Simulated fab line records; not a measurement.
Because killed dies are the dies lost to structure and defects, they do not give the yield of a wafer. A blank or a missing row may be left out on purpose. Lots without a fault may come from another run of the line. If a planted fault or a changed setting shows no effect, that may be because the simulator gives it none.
A lot that was struck, set against a sound lot    flow n5_finfet    38 out of 1938 route steps
Sound: these wafers, L512.1, L512.3, L512.6. Struck: wafer L504.3 (L504.1, L504.2, from the same lot, were not struck and are left out); the cause is given at the end.
Each step with rows lists, per side, the tool, then ch with its chambers, then its first start. Under that, the readings that differ: sound wafers    struck wafers    difference of the means    sigmas: that difference in standard deviations of wafers without a fault.
alike: same words and numbers on both sides, and readings whose means sit less than 2 such deviations apart. not compared: any withheld reading, any reading some wafer has no value for, any bound like >300 that may hide the same value, and any number with overlapping values for which the record gives no deviation.
The two part at a step that has a row with sigmas, a row that says differs or no value, or rows on one side only. Numbers that have no deviation but don't overlap get no sigmas and don't part them. A reading missing from all wafers of one side parts the sides only when that side holds two or more wafers.

first, 9 steps without rows for these wafers: N5_FIN_SAQP_PRECLEAN_42 (cleans in O3/DIW, time 60 s); N5_FIN_SAQP_PRECLEAN_00 (cleans in SC1, time 60 s); N5_FIN_SAQP_PRECLEAN_44 (cleans in SC2, time 45 s); N5_FIN_SAQP_SRD_01 (time 30 s); N5_FIN_SAQP_ALD_61 (deposits SiO2, target thk 4 nm, pulse time 1 s, purge time 2 s); N5_FIN_SAQP_DENSIFY_62 (time 60 s); N5_FIN_SAQP_HM_DEP_03 (deposits SiNx from SiH4/NH3/N2, target thk 38 nm, time 33.6 s); N5_FIN_SAQP_PECVD_47 (deposits a-Si from SiH4/He, target thk 45 nm, time 36.3 s); N5_FIN_SAQP_PECVD_48 (deposits SiNx from SiH4/NH3/N2, target thk 25 nm, time 22.1 s).
N5_FIN_SAQP_PECVD_06: deposits a-Si from SiH4/He, target thk 60 nm, time 48.1 s.
  sound on pecvd-03 ch 0,1,2, day 7 08:50; struck on pecvd-02 ch 0, day 5 09:07
reading                                      sound              struck  difference  sigmas
model.a-Si_of_FIN_SAQP_PECVD_06.thk_nm (nm)  59.66 60.49 59.89  98.53   +38.52      
  alike: heater_power_w, showerhead_plenum_p_Torr, throttle_valve_pct
N5_FIN_SAQP_THK_MEAS_07:
  struck on film_metro-02, day 5 09:13; sound on film_metro-01, day 7 08:56
reading      sound           struck  difference  sigmas
thk_nm (nm)  59.7 60.4 59.9  98.6    +38.6       +48
then, 15 steps without rows for these wafers: N5_FIN_SAQP_HM_DEP_72 (deposits SiO2 from SiH4/N2O, target thk 12 nm, time 7.2 s); N5_FIN_SAQP_COAT_49 (time 60 s, resist thk 100 nm); N5_FIN_SAQP_COAT_50 (time 60 s, resist thk 35 nm); N5_FIN_SAQP_COAT_10 (resist thk 90 nm); N5_FIN_SAQP_EBR_12; N5_FIN_SAQP_SOFTBAKE_11 (time 60 s); N5_FIN_SAQP_EXPOSE_13 (exposes mask FIN CORE, target cd 35.6 nm); N5_FIN_SAQP_PEB_14 (peb time 60 s); N5_FIN_SAQP_DEVELOP_15 (develop time 30 s); N5_FIN_SAQP_DESCUM_21 (chemistry O2, time 7.9 s); N5_FIN_SAQP_ETCH_51 (etches SiARC in CF4, target depth 45.5 nm, time 75.8 s); N5_FIN_SAQP_ETCH_52 (etches SOC in N2/H2, target depth 100 nm, overetch 20 nm, time 150 s); N5_FIN_SAQP_STRIP_53 (strips in N2/H2); N5_FIN_SAQP_HM_OPEN_73 (chemistry CHF3/O2, target SiO2, stops on a-Si, target depth 12 nm, time 16.8 s); N5_FIN_SAQP_STRIP_74 (strips in CHF3/O2).
N5_FIN_SAQP_MANDREL_ETCH_22: etches a-Si in HBr/Cl2, stops on SiNx, target depth 60 nm, bt time 10 s, time 30 s.
  sound on rie_si-05 ch 0,3, day 7 09:59; struck on rie_si-03 ch 2, day 5 10:01
reading                   sound              struck  difference  sigmas
oes_product_au (a.u.)     0.763 0.787 0.758  0.995   +0.226      +17
throttle_valve_pct (%)    35.5 35.8 35.5     34.2    -1.4        -4
model.etch.depth_nm (nm)  59.65 60.49 59.89  91.15   +31.14      
  alike: HBr_flow_sccm, drypump_motor_current_A
  not compared: rf_hours_counter_h
then, 5 steps without rows for these wafers: N5_FIN_SAQP_STRIP_55 (strips in N2/H2); N5_FIN_SAQP_STRIP_23 (strips in SPM, time 750 s); N5_FIN_SAQP_SRD_66 (time 30 s); N5_FIN_SAQP_RECESS_75 (chemistry HF/NH3, target SiO2, target depth 14.4 nm, afs cycles 3, sublimation time 60 s); N5_FIN_SAQP_SPACER1_ALD_24 (deposits SiO2, target thk 20.3 nm, pulse time 1 s, purge time 2 s).
N5_FIN_SAQP_SPACER1_ETCHBACK_25: etches SiO2 in CHF3/O2, target depth 24.4 nm, time 12.2 s.
  sound on rie_diel-04 ch 0,1,2, day 7 11:47; struck on rie_diel-02 ch 3, day 5 11:32
reading                                      sound           struck  difference  sigmas
oes_product_au (a.u.)                        0.71 0.72 0.76  0.34    -0.39       -5
model.a-Si_of_FIN_SAQP_PECVD_06.thk_nm (nm)  58.8 59.6 59    97.4    +38.3       
  alike: drypump_motor_current_A, rf_vpp_V, showerhead_plenum_p_Torr, throttle_valve_pct
  not compared: rf_hours_counter_h
then, 2 steps without rows for these wafers: N5_FIN_SAQP_MANDREL1_REMOVE_56 (chemistry HBr/Cl2/O2, target a-Si, stops on SiNx, bt time 10 s); N5_FIN_SAQP_ETCH_57 (etches SiNx in CH3F/O2, target depth 32.5 nm, time 46.4 s).
N5_FIN_SAQP_INSPECT_40: inspects for defects (brightfield).
  struck on defect_inspect-01, day 5 13:59; sound on defect_inspect-01, day 7 14:07
reading           sound        struck  difference  sigmas
raw_defect_count  171 131 113  1869    +1731       +22
N5_BEOL_M4_RC_MEAS_101:
  the record has rows for the sound wafers here (prober-01 ch 0, day 13 12:31) and none for the struck ones
-- the record jumps here: 10 days lie between the struck wafers' starts before and after (it left off in module BEOL_M4 and takes up again in module PASSIVATION, whose first step shown is number 1936 of the route) --
N5_PASSIVATION_PROBE_49:
  the record has rows for the struck wafers here (prober-02, day 15 14:53) and none for the sound ones

WHERE THEY PART
Last at N5_PASSIVATION_PROBE_49 as far as this record goes, first at N5_FIN_SAQP_THK_MEAS_07.

WHY: the cause the simulator had injected
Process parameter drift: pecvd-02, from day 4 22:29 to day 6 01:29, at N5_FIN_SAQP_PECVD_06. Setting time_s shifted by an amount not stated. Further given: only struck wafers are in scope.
